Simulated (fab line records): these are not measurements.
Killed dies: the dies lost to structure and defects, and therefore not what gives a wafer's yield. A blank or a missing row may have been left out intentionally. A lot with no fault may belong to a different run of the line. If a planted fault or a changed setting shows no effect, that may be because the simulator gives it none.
A struck lot beside a sound one | flow n5_finfet | 21 out of 1938 route steps
Sound: the wafers L429.1, L429.2, L429.4. Struck: wafers L420.1, L420.6 (left out: L420.4, a lot-mate that was not struck); the cause follows at the end.
Order at every step that has rows: each side's tool, ch and its chambers, its first start. Under that, the readings that differ: sound wafers | struck wafers | difference of the means | sigmas: that difference in standard deviations of wafers without a fault.
alike: readings with means less than 2 such deviations apart, plus words and numbers identical on both sides. not compared: withheld readings, readings lacking a value on some wafer, bounds such as >300 that could conceal the same value, and numbers that have no deviation in the record and whose values overlap.
The two part at a step that has a row with sigmas, a row that says differs or no value, or rows on one side only. When numbers do not overlap yet have no deviation, they are printed without sigmas and do not part them. Lack of a reading on every wafer of one side parts them only where that side has two or more wafers.

N5_PASSIVATION_PECVD_00: deposits SiO2 from SiH4/N2O, target thk 200 nm, time 11.2 s.
  sound on pecvd-03 ch 1,2, day 17 13:41; struck on pecvd-03 ch 1,2, day 14 20:05
  alike: heater_power_w, rf_fwd_power_W, showerhead_plenum_p_Torr, throttle_valve_pct
then, 1 step without rows for these wafers: N5_MIM_BOT_DEGAS_01 (time 60 s).
N5_MIM_BOT_SPUTTER_00: material TiN, target thk 35 nm, time 89.7 s.
  struck on pvd_sputter-02, day 14 21:04; sound on pvd_sputter-01, day 17 13:58
  alike: throttle_valve_pct
N5_MIM_TOP_ALD_00: deposits Al2O3, purge time 3 s, co reactant pulse time 3 s.
  sound on ald_hk-03 ch 0,1,2, day 17 14:04; struck on ald_hk-01 ch 2, day 14 21:10
  alike: precursor_pulse_height_rel
N5_MIM_TOP_ALD_01: deposits HfO2, target thk 5.6 nm, pulse time 1 s, purge time 3 s.
  sound: ald_hk-03 ch 0,1,2; struck: ald_hk-01 ch 2
  alike: precursor_pulse_height_rel
then, 7 steps without rows for these wafers: N5_MIM_TOP_ALD_02 (deposits Al2O3, purge time 3 s, co reactant pulse time 3 s); N5_MIM_TOP_DEGAS_04 (time 60 s); N5_MIM_TOP_SPUTTER_03 (material TiN, target thk 35 nm, time 89.7 s); N5_MIM_TOP_LITHO_HMDS_01 (time 60 s); N5_MIM_TOP_LITHO_COAT_02; N5_MIM_TOP_LITHO_EBR_04; N5_MIM_TOP_LITHO_SOFTBAKE_03 (time 90 s).
N5_MIM_TOP_LITHO_EXPOSE_05: exposes mask MIM TOP, target cd 2000 nm.
  sound on krf_scanner-02 ch 0, day 17 17:25; struck on krf_scanner-02 ch 0, day 14 22:01
  alike: mask
then, 3 steps without rows for these wafers: N5_MIM_TOP_LITHO_PEB_06; N5_MIM_TOP_LITHO_DEVELOP_07 (develop time 60 s); N5_MIM_TOP_LITHO_HARDBAKE_09 (time 120 s).
N5_MIM_TOP_LITHO_CD_MEAS_08 targets a cd of 2000 nm.
  sound on cd_sem-03 ch 0, day 17 17:36; struck on cd_sem-01 ch 0, day 14 22:12
  reading    | sound                | struck        | difference | sigmas
  cd_nm (nm) | 2001.7 1998.1 1996.0 | 1973.5 1975.1 | -24.3      | -9
N5_MIM_TOP_LITHO_OVL_MEAS_11:
  sound on overlay-02 ch 0, day 17 17:38; struck on overlay-01 ch 0, day 14 22:14
  alike: MIM_TOP_OVL
N5_MIM_TOP_LITHO_INSPECT_12: inspects for defects (macro).
  struck on defect_inspect-02, day 14 22:15; sound on defect_inspect-01, day 17 17:39
  alike: raw_defect_count
N5_MIM_TOP_LITHO_DESCUM_10: chemistry O2, time 7.9 s.
  sound on rie_diel-05 ch 1,2,3, day 17 17:41; struck on rie_diel-04 ch 1,2, day 14 22:17
  reading                        | sound                | struck        | difference | sigmas
  chamber_pressure_mTorr (mTorr) | 19.977 20.019 19.967 | 20.036 20.036 | +0.048     | +3
  model.MIM_TOP_LITHO.cd_nm (nm) | 2002 1998 1996       | 1973 1975     | -25        |
  alike: drypump_motor_current_A, oes_product_au, rf_fwd_power_W, rf_vpp_V, showerhead_plenum_p_Torr, throttle_valve_pct
  not compared: rf_hours_counter_h
N5_MIM_TOP_ETCH_ETCH_00: etches TiN in Cl2/BCl3, target depth 38.5 nm.
  sound on rie_metal-02 ch 0,1, day 17 17:46; struck on rie_metal-01 ch 0,1, day 14 22:22
  alike: chamber_pressure_mTorr, drypump_motor_current_A, oes_product_au, rf_fwd_power_W, throttle_valve_pct
  not compared: rf_hours_counter_h

WHERE THEY PART
At N5_MIM_TOP_LITHO_CD_MEAS_08 first; at N5_MIM_TOP_LITHO_DESCUM_10 last (within this record only). Later steps at which nothing parts them and some readings are alike: N5_MIM_TOP_ETCH_ETCH_00.

WHY: whatever the simulator had introduced
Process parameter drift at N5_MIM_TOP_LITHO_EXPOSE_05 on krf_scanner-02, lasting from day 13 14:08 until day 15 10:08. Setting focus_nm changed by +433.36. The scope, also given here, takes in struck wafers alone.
